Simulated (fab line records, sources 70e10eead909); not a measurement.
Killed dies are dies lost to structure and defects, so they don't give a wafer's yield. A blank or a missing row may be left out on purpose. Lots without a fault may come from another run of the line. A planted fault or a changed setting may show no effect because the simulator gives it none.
A struck lot beside a sound one | flow nand_harc | 19 steps out of a route of 1302
Sound: wafers L436.3, L436.4, L436.6. Struck: wafers L448.3, L448.4, L448.5. The cause comes at the end.
At each step with rows: each side's tool, then ch and its chambers, then its first start. Under that, the readings that differ: sound wafers | struck wafers | difference of the means | sigmas: that difference in standard deviations of wafers without a fault.
alike: readings whose means differ by less than 2 such deviations, and words and numbers that are the same on both sides. not compared: withheld readings, readings that some wafer has no value for, bounds like >300 that may hide the same value, and numbers for which the record gives no deviation and whose values overlap.
The two part at a step that has a row with sigmas, a row that says differs or no value, or rows on one side only. Numbers that don't overlap but have no deviation are shown without sigmas and don't part them. A reading that every wafer of one side lacks parts them only if that side has two wafers or more.

NHARC_P_GATE_ALD_36: deposits SiNx, target thk 20 nm, pulse time 60 s, ald cycles 223.
  sound on ald_sin-03 ch 2,3, day 5 11:07; struck on ald_sin-02 ch 0,1,3, day 10 11:26
  alike: heater_power_w, precursor_pulse_height_rel
NHARC_P_GATE_ETCHBACK_37: etches the open film in CHF3/O2, target depth 34.5 nm, time 17.2 s.
  sound on rie_diel-10 ch 0,1; struck on rie_diel-04 ch 0,2
  alike: drypump_motor_current_A, oes_product_au, rf_vpp_V, showerhead_plenum_p_Torr, throttle_valve_pct
  not compared: rf_hours_counter_h
NHARC_P_GATE_STRIP_101: strips in O2, time 20 s.
  sound on rie_diel-10 ch 0,1,2, day 5 19:44; struck on rie_diel-04 ch 0,1,3, day 10 21:05
  alike: drypump_motor_current_A, oes_product_au, rf_vpp_V, showerhead_plenum_p_Torr, throttle_valve_pct
  not compared: rf_hours_counter_h
then, 9 steps without rows for these wafers: NHARC_P_GATE_PRECLEAN_97 (cleans in SPM, time 600 s); NHARC_P_GATE_SRD_98; NHARC_P_GATE_PRECLEAN_99 (cleans in SC1); NHARC_P_GATE_SRD_100; NHARC_P_GATE_DEHYDRATE_38 (time 120 s); NHARC_P_GATE_HMDS_39 (time 30 s); NHARC_P_GATE_COAT_40; NHARC_P_GATE_SOFTBAKE_41 (time 95 s); NHARC_P_GATE_EBR_42.
NHARC_P_GATE_EXPOSE_43: exposes mask P NSD, target cd 720 nm.
  sound on krf_scanner-04 ch 0, day 5 20:23; struck on krf_scanner-04 ch 0, day 10 21:44
  reading              | sound                | struck               | difference | sigmas
  exposure_dose_mJ_cm2 | 14.823 14.837 14.832 | 12.929 12.910 12.908 | -1.915     | -99 or more
  alike: mask
then, 2 steps without rows for these wafers: NHARC_P_GATE_PEB_44 (peb time 85 s); NHARC_P_GATE_DEVELOP_45 (time 70 s).
NHARC_P_GATE_CD_MEAS_46: target cd 720 nm.
  sound on cd_sem-01 ch 0, day 5 20:32; struck on cd_sem-01 ch 0, day 10 21:53
  reading    | sound             | struck            | difference | sigmas
  cd_nm (nm) | 716.9 719.5 714.4 | 693.9 700.3 694.1 | -20.8      | -8
then, 1 step without rows for these wafers: NHARC_P_GATE_HARDBAKE_47 (time 80 s).
NHARC_P_GATE_DESCUM_48: chemistry O2, time 3 s.
  sound on rie_diel-12 ch 0,3, day 5 20:41; struck on rie_diel-04 ch 1,3, day 10 22:02
  reading                 | sound             | struck            | difference | sigmas
  model.P_GATE.cd_nm (nm) | 716.6 718.5 713.9 | 693.7 700.9 694.6 | -19.9      |
  alike: drypump_motor_current_A, oes_product_au, rf_vpp_V, showerhead_plenum_p_Torr, throttle_valve_pct
  not compared: rf_hours_counter_h
then, 1 step without rows for these wafers: NHARC_P_GATE_IMPLANT_49.

WHERE THEY PART
First at NHARC_P_GATE_EXPOSE_43; last, within this record, at NHARC_P_GATE_CD_MEAS_46. Later steps at which nothing parts them and some readings are alike: NHARC_P_GATE_DESCUM_48.

WHY: what the simulator had put in
Process parameter drift: krf_scanner-04, from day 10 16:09 on, at NHARC_P_GATE_EXPOSE_43. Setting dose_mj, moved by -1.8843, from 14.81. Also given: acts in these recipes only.
